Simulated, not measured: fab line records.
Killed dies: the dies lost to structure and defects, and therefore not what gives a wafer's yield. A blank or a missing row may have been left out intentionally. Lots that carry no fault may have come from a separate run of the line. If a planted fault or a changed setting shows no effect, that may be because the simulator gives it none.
A struck lot beside a sound one :: flow n5-finfet :: 27 steps out of a route of 1938
Sound: these wafers, L325.1, L325.3, L325.6. The struck wafers were L335.1, L335.2, L335.5. The cause is given at the end.
At each step with rows: each side's tool, then ch and its chambers, then its first start. Under that, the readings that differ: sound wafers :: struck wafers :: difference of the means :: sigmas: that difference in standard deviations of wafers without a fault.
alike: same words and numbers on both sides, and readings whose means sit less than 2 such deviations apart. not compared: any withheld reading, any reading some wafer has no value for, any bound like >300 that may hide the same value, and any number with overlapping values for which the record gives no deviation.
The two part at a step that has a row with sigmas, a row that says differs or no value, or rows on one side only. Numbers that have no deviation but don't overlap get no sigmas and don't part them. A reading that every wafer of one side lacks parts them only if that side has two wafers or more.

N5_BEOL_M11_SPUTTER_48: material Cu, target thk 12 nm, time 2 s.
  sound on pvd-sputter-03, day 10 21:38; struck on pvd-sputter-03, day 13 13:51
  alike: cathode-dc-power-W, throttle-valve-pct
then, 1 step without rows for these wafers: N5_BEOL_M11_ECD_50 (material Cu, target thk 318 nm).
N5_BEOL_M11_ANNEAL_51: time 90 s.
  sound on rtp-anneal-01 ch 0, day 10 22:04; struck on rtp-anneal-01 ch 0, day 13 14:13
  alike: wafer_temp_C_max
N5_BEOL_M11_CMP_52: polishes, stops on SiCOH lowk, t overpolish 7 s, target thk 140 nm.
  sound on cmp-04 ch 0,1,3, day 10 22:24; struck on cmp-03 ch 1,2,3, day 13 14:36
  alike: barrier-field-endpoint-s, motor-current-A, overpolish-run-s, time-to-endpoint-s
N5_BEOL_M11_THK_MEAS_53: measures by xrf.
  sound on film-metro-02, day 10 22:40; struck on film-metro-01, day 13 14:49
  alike: M11_THK
then, 1 step without rows for these wafers: N5_BEOL_M11_PRE_CLEAN_55 (time 15 s).
N5_BEOL_M11_DEP_56: deposits SiCN from 3MS/NH3, target thk 30 nm, time 10.5 s.
  sound on pecvd-04 ch 1,2, day 10 22:43; struck on pecvd-03 ch 0,1, day 13 14:53
  alike: showerhead-plenum-p-Torr, throttle-valve-pct
N5_BEOL_M11_RS_MEAS_57: uses a four-point probe to measure.
  sound on film-metro-02, day 10 22:47; struck on film-metro-01, day 13 14:57
  alike: M11_RS
N5_BEOL_M11_INSPECT_58: inspects for defects (darkfield).
  sound on defect-inspect-02, day 10 22:49; struck on defect-inspect-01, day 13 14:58
  alike: raw-defect-count
then, 1 step without rows for these wafers: N5_BEOL_M12_ILD_DEP_00 (deposits SiOC from DEMS/O2, target thk 658.92 nm, time 130.7 s).
N5_BEOL_M12_THK_MEAS_01:
  sound on film-metro-01, day 10 23:02; struck on film-metro-01, day 13 15:08
  alike: M12_ILD_THK
then, 1 step without rows for these wafers: N5_BEOL_M12_COAT_58 (time 60 s, resist thk 89 nm).
N5_BEOL_M12_COAT_04: resist thk 400 nm.
  sound on litho-track-05 ch 0, day 10 23:04; struck on litho-track-05 ch 0, day 13 15:11
reading: spin-speed-rpm (rpm)
sound: 1625.6 1624.5 1625.5
struck: 1551.8 1553.3 1552.5
difference: -72.7
sigmas: -74

reading: model.coat_of_BEOL_M12_COAT_04.thk-nm (nm)
sound: 400.6 400.6 400.6
struck: 409.4 409.4 408.6
difference: +8.5
sigmas: 
then, 6 steps without rows for these wafers: N5_BEOL_M12_EBR_06; N5_BEOL_M12_SOFTBAKE_05 (time 60 s); N5_BEOL_M12_EXPOSE_07 (exposes mask V11); N5_BEOL_M12_PEB_08 (peb time 90 s); N5_BEOL_M12_DEVELOP_09 (develop time 45 s); N5_BEOL_M12_HARDBAKE_14 (time 120 s).
N5_BEOL_M12_CD_MEAS_10 targets a cd of 140 nm.
  sound on cd-sem-02 ch 0, day 10 23:28; struck on cd-sem-02 ch 0, day 13 15:36
reading: cd-nm (nm)
sound: 139.1 140.0 139.9
struck: 136.6 136.4 136.8
difference: -3.1
sigmas: -2
N5_BEOL_M12_OVL_MEAS_11:
  sound on overlay-01 ch 0, day 10 23:29; struck on overlay-02 ch 0, day 13 15:38
  alike: V11_OVL
N5_BEOL_M12_INSPECT_12: inspects for defects (macro).
  sound on defect-inspect-02, day 10 23:31; struck on defect-inspect-01, day 13 15:39
  alike: raw-defect-count
then, 2 steps without rows for these wafers: N5_BEOL_M12_DESCUM_15 (chemistry O2, time 7.9 s); N5_BEOL_M12_ETCH_59 (etches BARC in N2/H2, target depth 89 nm, overetch 26.7 nm, time 67.9 s).
N5_BEOL_M12_VIA_ETCH_16: etches SiOC in C4F8/O2/Ar, target depth 724.8 nm.
  sound on rie-diel-04 ch 1,2, day 10 23:38; struck on rie-diel-01 ch 1,2, day 13 15:49
reading: model.coat_of_BEOL_M12_COAT_04.thk-nm (nm)
sound: 124.8 124 123
struck: 135.4 140 129.8
difference: +11.1
sigmas: 
  alike: drypump-motor-current-A, he-outer-torr, oes-product-au, rf-vpp-V, showerhead-plenum-p-Torr, throttle-valve-pct
N5_BEOL_M12_STRIP_63: strips in N2/H2.
  sound on plasma-asher-01 ch 0,1, day 10 23:50; struck on plasma-asher-01 ch 0,1, day 13 16:01
reading: strip-time-to-endpoint-s (s)
sound: 43.0 42.8 42.5
struck: 45.8 47.0 44.3
difference: +2.9
sigmas: +4
  alike: drypump-motor-current-A, heater-power-w, oes-product-au
  not compared: rf-hours-counter-h
N5_BEOL_M12_STRIP_64: strips in N2/H2.
  sound on plasma-asher-01 ch 0,1, day 10 23:53; struck on plasma-asher-01 ch 0,1, day 13 16:04
  alike: drypump-motor-current-A, heater-power-w, oes-product-au, strip-time-to-endpoint-s
  not compared: rf-hours-counter-h

## WHERE THEY PART
At N5_BEOL_M12_COAT_04 first; at N5_BEOL_M12_STRIP_63 last (within this record only). Later steps at which nothing parts them and some readings are alike: N5_BEOL_M12_STRIP_64.

WHY: what had been put in by the simulator
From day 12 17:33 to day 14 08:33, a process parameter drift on litho-track-05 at N5_BEOL_M12_COAT_04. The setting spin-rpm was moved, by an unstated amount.
